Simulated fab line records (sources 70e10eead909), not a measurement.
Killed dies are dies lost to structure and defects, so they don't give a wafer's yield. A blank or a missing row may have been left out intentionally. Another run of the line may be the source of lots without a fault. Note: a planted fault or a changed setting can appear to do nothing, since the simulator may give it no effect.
Matching of chambers -- flow nandHarc -- NHARC_A_CHANNEL_HOLE_D1_DESCUM_15 on rieDiel-09 has 4 sister chambers
The step chemistry O2, time 3 s. 14 wafers are shown with their chamber, then 7 later ones without.

== WAFERS PAIRED WITH THEIR CHAMBERS ==
wafer,chamber,showerheadPlenumPTorr (Torr),throttleValvePct (%),rfVppV (V)
L820.1,1,1.81,11.306,58.9
L820.5,1,1.81,11.302,58.5
L820.6,0,1.93,11.323,59.9
L824.1,1,1.81,11.281,57.2
L824.4,0,1.93,11.319,57.5
L824.5,3,1.78,11.322,57.1
L830.1,3,1.77,11.324,56.4
L830.2,0,1.93,11.305,57.8
L830.3,2,2.02,11.289,59.3
L836.1,2,2.02,11.304,58.4
L836.2,1,1.81,11.312,57.4
L836.4,0,1.93,11.310,57.6
L839.4,1,1.81,11.315,57.1
L839.5,0,1.93,11.309,57.2

SIGNATURES, as means of the wafers listed above
reading,chamber 0,chamber 1,chamber 2,chamber 3,scatter within a chamber
showerheadPlenumPTorr,1.9300,1.8100,2.0200,1.7750,0.00224
throttleValvePct,11.31320,11.30320,11.29650,11.32300,0.0103
rfVppV,58.000,57.820,58.850,56.750,0.898
Rule: for a wafer and a chamber, the distance is found by dividing, reading by reading, the gap between the wafer's reading and the chamber's mean by the reading's scatter, squaring, summing and taking the root. The wafer belongs to the nearest chamber; if the next one is less than 2 further off, it can't be placed. The scatter is the square root of a quotient: the sum, over the shown wafers, of each reading's squared deviation from its chamber's mean, divided by wafers minus chambers.

== WAFERS WITHOUT THEIR CHAMBER ==
wafer,showerheadPlenumPTorr (Torr),throttleValvePct (%),rfVppV (V)
L839.6,1.81,11.315,56.9
L840.1,1.93,11.310,59.5
L840.2,1.80,11.320,56.5
L840.4,1.77,11.308,56.7
L842.1,1.77,11.321,57.3
L842.3,1.80,11.317,58.0
L842.5,1.93,11.306,56.4

== WHICH CHAMBER EACH WENT THROUGH ==
wafer,from the rows above,in truth
L839.6,1,1
L840.1,0,0
L840.2,1,1
L840.4,3,3
L842.1,3,3
L842.3,1,1
L842.5,0,0
Placed correctly: 7 of 7. Can't be placed from these rows: 0. Number placed wrongly: 0.
